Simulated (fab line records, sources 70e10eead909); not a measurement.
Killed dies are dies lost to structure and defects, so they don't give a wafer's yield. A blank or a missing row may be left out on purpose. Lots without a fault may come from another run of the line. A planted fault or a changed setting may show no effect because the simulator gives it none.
Chamber matching | flow nand_harc | NHARC_A_STAIRCASE_TRIM_187 on rie_diel-04: 4 sister chambers
The step chemistry O2, time 211.2 s. 16 wafers are shown with their chamber, then 8 later ones without.

WAFERS WITH THEIR CHAMBER
wafer  | chamber | showerhead_plenum_p_Torr (Torr) | drypump_motor_current_A (A) | chamber_pressure_mTorr (mTorr)
L075.1 | 3       | 3.28                            | 6.2                         | 60.04
L075.3 | 1       | 3.37                            | 5.1                         | 59.98
L075.5 | 0       | 3.45                            | 5.7                         | 60.02
L076.2 | 2       | 3.61                            | 5.7                         | 59.99
L076.3 | 1       | 3.37                            | 5.1                         | 59.98
L076.5 | 3       | 3.28                            | 6.3                         | 59.97
L077.2 | 3       | 3.28                            | 6.3                         | 59.92
L077.4 | 1       | 3.37                            | 5.1                         | 60.00
L077.5 | 0       | 3.45                            | 5.7                         | 60.03
L081.2 | 3       | 3.28                            | 6.3                         | 60.02
L081.4 | 2       | 3.60                            | 5.7                         | 59.97
L081.6 | 3       | 3.28                            | 6.3                         | 60.03
L084.2 | 1       | 3.36                            | 5.2                         | 59.95
L084.4 | 0       | 3.44                            | 5.8                         | 59.99
L084.5 | 3       | 3.27                            | 6.2                         | 59.98
L085.3 | 0       | 3.44                            | 5.7                         | 60.04

SIGNATURES (means of the wafers above)
reading                  | chamber 0 | chamber 1 | chamber 2 | chamber 3 | scatter within a chamber
showerhead_plenum_p_Torr | 3.4450    | 3.3675    | 3.6050    | 3.2783    | 0.00507
drypump_motor_current_A  | 5.725     | 5.125     | 5.700     | 6.267     | 0.0486
chamber_pressure_mTorr   | 60.0200   | 59.9775   | 59.9800   | 59.9933   | 0.0332
Rule: a wafer's distance from a chamber is the root of the sum, over the readings, of the square of ((its reading less the chamber's mean) divided by the reading's scatter). The wafer belongs to the nearest chamber; if the next one is less than 2 further off, it can't be placed. The scatter: the root of (the sum of the squares of (reading less its chamber's mean) over the shown wafers, divided by (wafers less chambers)).

WAFERS WITHOUT THEIR CHAMBER
wafer  | showerhead_plenum_p_Torr (Torr) | drypump_motor_current_A (A) | chamber_pressure_mTorr (mTorr)
L085.4 | 3.60                            | 5.7                         | 60.01
L085.6 | 3.60                            | 5.7                         | 59.91
L086.2 | 3.80                            | 6.2                         | 59.96
L086.4 | 3.60                            | 5.7                         | 59.98
L086.5 | 3.60                            | 5.8                         | 59.88
L096.1 | 3.79                            | 6.3                         | 59.97
L096.3 | 3.43                            | 5.7                         | 60.03
L096.5 | 3.79                            | 6.2                         | 60.07

WHICH CHAMBER EACH WENT THROUGH
wafer  | from the rows above | in truth
L085.4 | 2                   | 2
L085.6 | 2                   | 2
L086.2 | 2                   | 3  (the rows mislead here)
L086.4 | 2                   | 2
L086.5 | 2                   | 2
L096.1 | 2                   | 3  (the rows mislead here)
L096.3 | 0                   | 0
L096.5 | 2                   | 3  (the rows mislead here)
Placed correctly: 5 of 8. Can't be placed from these rows: 0. Placed wrongly: 3.
